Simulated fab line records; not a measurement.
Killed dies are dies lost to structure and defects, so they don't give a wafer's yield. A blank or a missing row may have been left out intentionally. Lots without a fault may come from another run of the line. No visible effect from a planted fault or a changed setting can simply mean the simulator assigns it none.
Chamber matching | flow nandHarc | 4 sister chambers for NHARC_A_STAIRCASE_STRIP_476 on rieDiel-07
The step strips in O2, time 20 s. 8 wafers are shown with their chamber, then 11 later ones without.

## WAFERS PAIRED WITH THEIR CHAMBERS
wafer  | chamber | showerheadPlenumPTorr (Torr) | drypumpMotorCurrentA (A)
L075.2 | 3       | 3.48                         | 5.3
L081.2 | 3       | 3.47                         | 5.3
L085.5 | 1       | 3.60                         | 5.1
L085.6 | 0       | 3.72                         | 6.2
L084.1 | 1       | 3.60                         | 5.0
L084.2 | 2       | 3.64                         | 5.2
L084.3 | 0       | 3.72                         | 6.2
L090.1 | 2       | 3.63                         | 5.2

## WAFERS WHOSE CHAMBER IS MISSING
wafer  | showerheadPlenumPTorr (Torr) | drypumpMotorCurrentA (A)
L090.2 | 3.70                         | 6.2
L090.4 | 3.46                         | 5.3
L092.1 | 3.62                         | 5.3
L092.3 | 3.45                         | 5.3
L092.6 | 3.70                         | 6.1
L095.1 | 3.69                         | 6.1
L095.3 | 3.58                         | 5.1
L095.4 | 3.45                         | 5.3
L096.1 | 3.58                         | 5.0
L096.3 | 3.45                         | 5.3
L096.5 | 3.58                         | 5.0

## WHICH CHAMBER EACH WENT THROUGH
wafer  | from the rows above | in truth
L090.2 | 0                   | 0
L090.4 | 3                   | 3
L092.1 | 2                   | 2
L092.3 | 3                   | 3
L092.6 | 0                   | 0
L095.1 | 0                   | 0
L095.3 | 1                   | 1
L095.4 | 3                   | 3
L096.1 | 1                   | 1
L096.3 | 3                   | 3
L096.5 | 1                   | 1
Correct placement for 11 of the 11. Can't be placed from these rows: 0. Wrongly placed: 0.
How it was worked out, from the rows above alone: a wafer's distance from a chamber is the root of the sum, over the readings, of the square of ((its reading less the chamber's mean) divided by the reading's scatter). The wafer belongs to the nearest chamber; if the next one is less than 2 further off, it can't be placed. For every chamber, the mean is computed from those of its wafers that are shown. The scatter is the square root of a quotient: the sum, over the shown wafers, of each reading's squared deviation from its chamber's mean, divided by wafers minus chambers.
